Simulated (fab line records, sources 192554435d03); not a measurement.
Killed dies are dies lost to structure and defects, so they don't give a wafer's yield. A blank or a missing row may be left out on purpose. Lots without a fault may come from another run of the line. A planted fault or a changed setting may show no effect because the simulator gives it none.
Chamber matching | flow n5_finfet | N5_BEOL_M0_SAQP_ETCH_83 on rie_diel-03: 4 sister chambers
The step etches SiARC in CF4, target depth 39 nm, time 65 s. 4 wafers are shown with their chamber, then 9 later ones without.

WAFERS WITH THEIR CHAMBER
wafer  | chamber | showerhead_plenum_p_Torr (Torr)
L090.2 | 2       | 2.18
L090.6 | 3       | 2.19
L093.5 | 1       | 2.11
L093.6 | 0       | 2.06

WAFERS WITHOUT THEIR CHAMBER
wafer  | showerhead_plenum_p_Torr (Torr)
L094.1 | 2.17
L094.3 | 2.06
L094.5 | 2.17
L096.3 | 2.17
L096.5 | 2.17
L096.6 | 2.19
L097.1 | 2.11
L097.2 | 2.17
L097.6 | 2.19

WHICH CHAMBER EACH WENT THROUGH
wafer  | from the rows above     | in truth
L094.1 | can't be placed: 2 or 3 | 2
L094.3 | 0                       | 0
L094.5 | can't be placed: 2 or 3 | 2
L096.3 | can't be placed: 2 or 3 | 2
L096.5 | can't be placed: 2 or 3 | 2
L096.6 | can't be placed: 3 or 2 | 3
L097.1 | 1                       | 1
L097.2 | can't be placed: 2 or 3 | 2
L097.6 | can't be placed: 3 or 2 | 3
Placed correctly: 2 of 9. Can't be placed from these rows: 7 (the true chamber is among the candidates in 7). Placed wrongly: 0.
How it was worked out, from the rows above alone: a wafer's distance from a chamber is the root of the sum, over the readings, of the square of ((its reading less the chamber's mean) divided by the reading's scatter). The wafer belongs to the nearest chamber; if the next one is less than 2 further off, it can't be placed. A chamber's mean is the mean of its shown wafers. The scatter: with one shown wafer a chamber, the root of the mean of the squares of how far each hidden wafer lies from its nearest shown one.
